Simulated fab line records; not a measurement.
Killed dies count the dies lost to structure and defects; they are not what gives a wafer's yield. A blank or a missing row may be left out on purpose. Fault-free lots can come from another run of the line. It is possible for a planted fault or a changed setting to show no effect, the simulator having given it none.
Split-lot experiment / flow n5 finfet / 7 lots, 39 wafers read, on a route of 1938 steps

## ABOUT THE SPLIT
At N5_FIN_SAQP_SPACER2_ALD_28 (deposits SiO2, target thk 8.1 nm, pulse time 1 s, purge time 2 s), the setting target thk a was moved away from the recipe's 81 angstrom on 18 of the 39 wafers read, by -14.2% to +11.8%. This setting was run at the recipe's value on the other wafers.

## FROM THE SPLIT TO THE READING: what the file shows between them, 9 steps
- N5_FIN_SAQP_SPACER2_ETCHBACK_29: etches SiO2 in CHF3/O2, target depth 12.2 nm, time 6.1 s
- N5_FIN_SAQP_MANDREL2_REMOVE_60: chemistry HBr/Cl2/O2, target a-Si, stops on SiNx, bt time 10 s
- N5_FIN_SAQP_CD_MEAS_31: target cd 8 nm
- N5_FIN_SAQP_HM_OPEN_33: chemistry CH3F/O2, target SiNx, target depth 49.4 nm, time 70.6 s
- N5_FIN_SAQP_ETCH_34: etches SiO2 in C4F6/O2, target depth 45 nm, time 15 s
- N5_FIN_SAQP_STRIP_77: strips in N2/H2, time 90 s
- N5_FIN_SAQP_HM_CD_35: target cd 8 nm
- N5_FIN_SAQP_ETCH_64: etches SiO2 in CF4, target depth 1.5 nm
- N5_FIN_SAQP_FIN_ETCH_36: etches the open film in HBr/Cl2/O2, target depth 120 nm, time 50.4 s

## THE READING
cd nm at N5_FIN_SAQP_CD_MEAS_37, given in nm (cd target 8 nm). On this fab line, fault-free wafers typically give 8.12 nm with a standard deviation of 0.23 nm.

wafer=L077.1; tool, chamber at the split=ald sin-03, 3,1,2; target thk a as run, angstrom=81; against the recipe=recipe; cd nm, nm=7.96; against lot-mates on the recipe=-
wafer=L077.2; tool, chamber at the split=ald sin-03, 2; target thk a as run, angstrom=87.37; against the recipe=+7.9%; cd nm, nm=8.43; against lot-mates on the recipe=+0.52
wafer=L077.3; tool, chamber at the split=ald sin-03, 3,1,2; target thk a as run, angstrom=81; against the recipe=recipe; cd nm, nm=7.85; against lot-mates on the recipe=-
wafer=L077.4; tool, chamber at the split=ald sin-03, 0,1; target thk a as run, angstrom=87.37; against the recipe=+7.9%; cd nm, nm=8.47; against lot-mates on the recipe=+0.56
wafer=L077.5; tool, chamber at the split=ald sin-03, 0,1; target thk a as run, angstrom=87.37; against the recipe=+7.9%; cd nm, nm=8.54; against lot-mates on the recipe=+0.63
wafer=L077.6; tool, chamber at the split=ald sin-03, 3,1,2; target thk a as run, angstrom=81; against the recipe=recipe; cd nm, nm=7.93; against lot-mates on the recipe=-
wafer=L081.1; tool, chamber at the split=ald sin-03, 2; target thk a as run, angstrom=81; against the recipe=recipe; cd nm, nm=8.19; against lot-mates on the recipe=-
wafer=L081.2; tool, chamber at the split=ald sin-03, 1,3,1; target thk a as run, angstrom=84.06; against the recipe=+3.8%; cd nm, nm=8.50; against lot-mates on the recipe=+0.25
wafer=L081.3; tool, chamber at the split=ald sin-03, 0; target thk a as run, angstrom=81; against the recipe=recipe; cd nm, nm=8.45; against lot-mates on the recipe=-
wafer=L081.4; tool, chamber at the split=ald sin-03, 1,3,1; target thk a as run, angstrom=84.06; against the recipe=+3.8%; cd nm, nm=8.78; against lot-mates on the recipe=+0.53
wafer=L081.5; tool, chamber at the split=ald sin-03, 1,3,1; target thk a as run, angstrom=84.06; against the recipe=+3.8%; cd nm, nm=8.62; against lot-mates on the recipe=+0.37
wafer=L081.6; tool, chamber at the split=ald sin-03, 0; target thk a as run, angstrom=81; against the recipe=recipe; cd nm, nm=8.11; against lot-mates on the recipe=-
wafer=L082.1; tool, chamber at the split=ald sin-01, 2,0,3; target thk a as run, angstrom=81; against the recipe=recipe; cd nm, nm=8.06; against lot-mates on the recipe=-
wafer=L082.2; tool, chamber at the split=ald sin-01, 2,0,3; target thk a as run, angstrom=81; against the recipe=recipe; cd nm, nm=7.90; against lot-mates on the recipe=-
wafer=L082.3; tool, chamber at the split=ald sin-01, 1,1,2; target thk a as run, angstrom=84.23; against the recipe=+4.0%; cd nm, nm=8.13; against lot-mates on the recipe=+0.10
wafer=L082.4; tool, chamber at the split=ald sin-01, 2,0,3; target thk a as run, angstrom=81; against the recipe=recipe; cd nm, nm=8.13; against lot-mates on the recipe=-
wafer=L082.5; tool, chamber at the split=ald sin-01, 1,1,2; target thk a as run, angstrom=84.23; against the recipe=+4.0%; cd nm, nm=8.32; against lot-mates on the recipe=+0.29
wafer=L082.6; tool, chamber at the split=ald sin-01, 1,1,2; target thk a as run, angstrom=84.23; against the recipe=+4.0%; cd nm, nm=8.61; against lot-mates on the recipe=+0.58
wafer=L089.1; tool, chamber at the split=ald sin-03, 3,2,0; target thk a as run, angstrom=81; against the recipe=recipe; cd nm, nm=8.18; against lot-mates on the recipe=-
wafer=L089.2; tool, chamber at the split=ald sin-03, 3,2,0; target thk a as run, angstrom=81; against the recipe=recipe; cd nm, nm=8.27; against lot-mates on the recipe=-
wafer=L089.3; tool, chamber at the split=ald sin-03, 1,2,1; target thk a as run, angstrom=69.51; against the recipe=-14.2%; cd nm, nm=6.77; against lot-mates on the recipe=-1.48
wafer=L089.4; tool, chamber at the split=ald sin-03, 3,2,0; target thk a as run, angstrom=81; against the recipe=recipe; cd nm, nm=8.31; against lot-mates on the recipe=-
wafer=L089.5; tool, chamber at the split=ald sin-03, 1,2,1; target thk a as run, angstrom=69.51; against the recipe=-14.2%; cd nm, nm=6.71; against lot-mates on the recipe=-1.54
wafer=L089.6; tool, chamber at the split=ald sin-03, 1,2,1; target thk a as run, angstrom=69.51; against the recipe=-14.2%; cd nm, nm=6.74; against lot-mates on the recipe=-1.51
wafer=L090.1; tool, chamber at the split=ald sin-04, 1,2; target thk a as run, angstrom=81; against the recipe=recipe; cd nm, nm=8.31; against lot-mates on the recipe=-
wafer=L090.2; tool, chamber at the split=ald sin-04, 3,0,3; target thk a as run, angstrom=86.3; against the recipe=+6.5%; cd nm, nm=8.86; against lot-mates on the recipe=+0.58
wafer=L090.3; tool, chamber at the split=ald sin-04, 1,2; target thk a as run, angstrom=81; against the recipe=recipe; cd nm, nm=8.41; against lot-mates on the recipe=-
wafer=L090.4; tool, chamber at the split=ald sin-04, 0; target thk a as run, angstrom=81; against the recipe=recipe; cd nm, nm=8.13; against lot-mates on the recipe=-
wafer=L090.5; tool, chamber at the split=ald sin-04, 3,0,3; target thk a as run, angstrom=86.3; against the recipe=+6.5%; cd nm, nm=9.04; against lot-mates on the recipe=+0.76
wafer=L090.6; tool, chamber at the split=ald sin-04, 3,0,3; target thk a as run, angstrom=86.3; against the recipe=+6.5%; cd nm, nm=8.91; against lot-mates on the recipe=+0.63
wafer=L092.1; tool, chamber at the split=ald sin-01, 1,3,0; target thk a as run, angstrom=90.57; against the recipe=+11.8%; cd nm, nm=8.93; against lot-mates on the recipe=+0.78
wafer=L092.2; tool, chamber at the split=ald sin-01, 0,2,3; target thk a as run, angstrom=81; against the recipe=recipe; cd nm, nm=8.40; against lot-mates on the recipe=-
wafer=L092.3; tool, chamber at the split=ald sin-01, 1,3,0; target thk a as run, angstrom=90.57; against the recipe=+11.8%; cd nm, nm=9.40; against lot-mates on the recipe=+1.25
wafer=L092.4; tool, chamber at the split=ald sin-01, 0,2,3; target thk a as run, angstrom=81; against the recipe=recipe; cd nm, nm=8.11; against lot-mates on the recipe=-
wafer=L092.5; tool, chamber at the split=ald sin-01, 0,2,3; target thk a as run, angstrom=81; against the recipe=recipe; cd nm, nm=7.94; against lot-mates on the recipe=-
wafer=L092.6; tool, chamber at the split=ald sin-01, 1,3,0; target thk a as run, angstrom=90.57; against the recipe=+11.8%; cd nm, nm=9.30; against lot-mates on the recipe=+1.15
wafer=L095.1; tool, chamber at the split=ald sin-03, 0,2,3; target thk a as run, angstrom=81; against the recipe=recipe; cd nm, nm=7.87; against lot-mates on the recipe=-
wafer=L095.4; tool, chamber at the split=ald sin-03, 0,2,3; target thk a as run, angstrom=81; against the recipe=recipe; cd nm, nm=7.86; against lot-mates on the recipe=-
wafer=L095.5; tool, chamber at the split=ald sin-03, 0,2,3; target thk a as run, angstrom=81; against the recipe=recipe; cd nm, nm=8.29; against lot-mates on the recipe=-
The file does not say which wafer passed through which chamber wherever a row lists several chambers: such a row stands for several wafers.

THE FIT
A straight line over all 39 wafers: cd nm changes by +0.0919 nm for each +1% of target thk a; r = +0.93; the points scatter about the line by 0.22 nm.
The same after taking each lot's own level away (the mean of its wafers on the recipe; 39 wafers): +0.097 nm for each +1%; r = +0.97; scatter 0.15 nm.
Per that fit: largest target thk a move, reading shift of 1.4 nm.
Measured against the standard deviation above, the lots' own levels, which go from 7.913 to 8.283 nm, span 1.6 times it.
Hence the lot-to-lot level has little effect on the slope; both slopes agree.
Check: -1.39 nm against its lot-mates is what the line predicts for one of the wafers moved furthest among these (-14.2%) when that wafer is left out of the fit. Against them it came out at -1.48 nm.

## OTHER SPLITS APPLIED TO THESE WAFERS
These wafers also went through other splits before the reading. Each is held against what the fit with the lots' levels taken away leaves over:
other split on the same wafers=N5_WELL_APT_IMPLANT_31 energy kev; wafers away from the commonest value=18; r with cd nm (lot level and that fit taken away)=+0.11
other split on the same wafers=N5_FIN_SAQP_HM_DEP_03 target thk a; wafers away from the commonest value=15; r with cd nm (lot level and that fit taken away)=-0.14

## THE WHOLE CHAIN: every reading that the file lists as answering this split, in the file's order
step=N5_FIN_SAQP_SPACER2_ALD_28; what it does=deposits SiO2, target thk 8.1 nm, pulse time 1 s, purge time 2 s; reading=SiO2_of_FIN_SAQP_SPACER2_ALD_28.thk nm (the simulator's own value, which no gauge read); change (the file's fit)=+0.0781 nm for each +1% of the setting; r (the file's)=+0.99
step=N5_FIN_SAQP_MANDREL2_REMOVE_60; what it does=chemistry HBr/Cl2/O2, target a-Si, stops on SiNx, bt time 10 s; reading=FIN_SAQP.cd nm (the simulator's own value, which no gauge read); change (the file's fit)=+0.077 nm for each +1% of the setting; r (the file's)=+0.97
step=N5_FIN_SAQP_CD_MEAS_31; what it does=target cd 8 nm; reading=cd nm; change (the file's fit)=+0.0803 nm for each +1% of the setting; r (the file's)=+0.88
step=N5_FIN_SAQP_HM_OPEN_33; what it does=chemistry CH3F/O2, target SiNx, target depth 49.4 nm, time 70.6 s; reading=FIN_SAQP.cd nm (the simulator's own value, which no gauge read); change (the file's fit)=+0.0761 nm for each +1% of the setting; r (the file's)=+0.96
step=N5_FIN_SAQP_ETCH_34; what it does=etches SiO2 in C4F6/O2, target depth 45 nm, time 15 s; reading=FIN_SAQP.cd nm (the simulator's own value, which no gauge read); change (the file's fit)=+0.081 nm for each +1% of the setting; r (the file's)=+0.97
step=N5_FIN_SAQP_HM_CD_35; what it does=target cd 8 nm; reading=cd nm; change (the file's fit)=+0.0782 nm for each +1% of the setting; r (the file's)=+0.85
step=N5_FIN_SAQP_FIN_ETCH_36; what it does=etches the open film in HBr/Cl2/O2, target depth 120 nm, time 50.4 s; reading=FIN_SAQP.cd nm (the simulator's own value, which no gauge read); change (the file's fit)=+0.0818 nm for each +1% of the setting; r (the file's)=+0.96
step=N5_FIN_SAQP_CD_MEAS_37; what it does=target cd 8 nm; reading=cd nm; change (the file's fit)=+0.0956 nm for each +1% of the setting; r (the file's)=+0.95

## FILE'S OWN FIT
cd nm changes by +0.0956 nm for each +1% of target thk a, r = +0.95.
